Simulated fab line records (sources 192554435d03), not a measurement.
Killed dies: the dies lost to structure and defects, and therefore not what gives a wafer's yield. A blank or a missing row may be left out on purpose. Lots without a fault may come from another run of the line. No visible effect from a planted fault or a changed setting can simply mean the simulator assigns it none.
Matching of chambers | flow n5_finfet | rie_diel-03 running N5_HKMG_FIN_ETCH_58: 4 sister chambers
The step etches SOC in N2/H2, target depth 215.8 nm, time 741 s. 8 wafers are shown with their chamber, then 8 later ones without.

== WAFERS PAIRED WITH THEIR CHAMBERS ==
wafer  | chamber | drypump_motor_current_A (A) | throttle_valve_pct (%)
L075.3 | 0       | 5.2                         | 17.8
L075.5 | 1       | 5.4                         | 17.6
L082.1 | 3       | 6.4                         | 18.1
L083.5 | 3       | 6.5                         | 18.1
L087.1 | 0       | 5.2                         | 17.5
L087.5 | 1       | 5.4                         | 17.1
L087.6 | 2       | 4.7                         | 17.9
L090.1 | 2       | 4.7                         | 17.9

== WAFERS MISSING THEIR CHAMBER ==
wafer  | drypump_motor_current_A (A) | throttle_valve_pct (%)
L090.4 | 5.2                         | 17.5
L090.5 | 6.4                         | 18.1
L093.1 | 5.2                         | 17.5
L093.2 | 6.4                         | 18.1
L093.6 | 5.2                         | 17.5
L094.3 | 5.2                         | 17.5
L094.4 | 5.4                         | 17.2
L094.6 | 5.2                         | 17.5

== WHICH CHAMBER EACH ONE RAN IN ==
wafer  | from the rows above | in truth
L090.4 | 0                   | 0
L090.5 | 3                   | 3
L093.1 | 0                   | 0
L093.2 | 3                   | 3
L093.6 | 0                   | 0
L094.3 | 0                   | 0
L094.4 | 1                   | 1
L094.6 | 0                   | 0
Correct placement for 8 of the 8. Number that these rows cannot place: 0. Number placed wrongly: 0.
How it was worked out, from the rows above alone: a wafer's distance from a chamber is the root of the sum, over the readings, of the square of ((its reading less the chamber's mean) divided by the reading's scatter). The wafer belongs to the nearest chamber; if the next one is less than 2 further off, it can't be placed. Each chamber's mean is taken over the wafers shown for it. How the scatter is found: for the shown wafers, subtract from each reading the mean of its chamber, square and add these, divide the total by (wafers less chambers), then take the root.
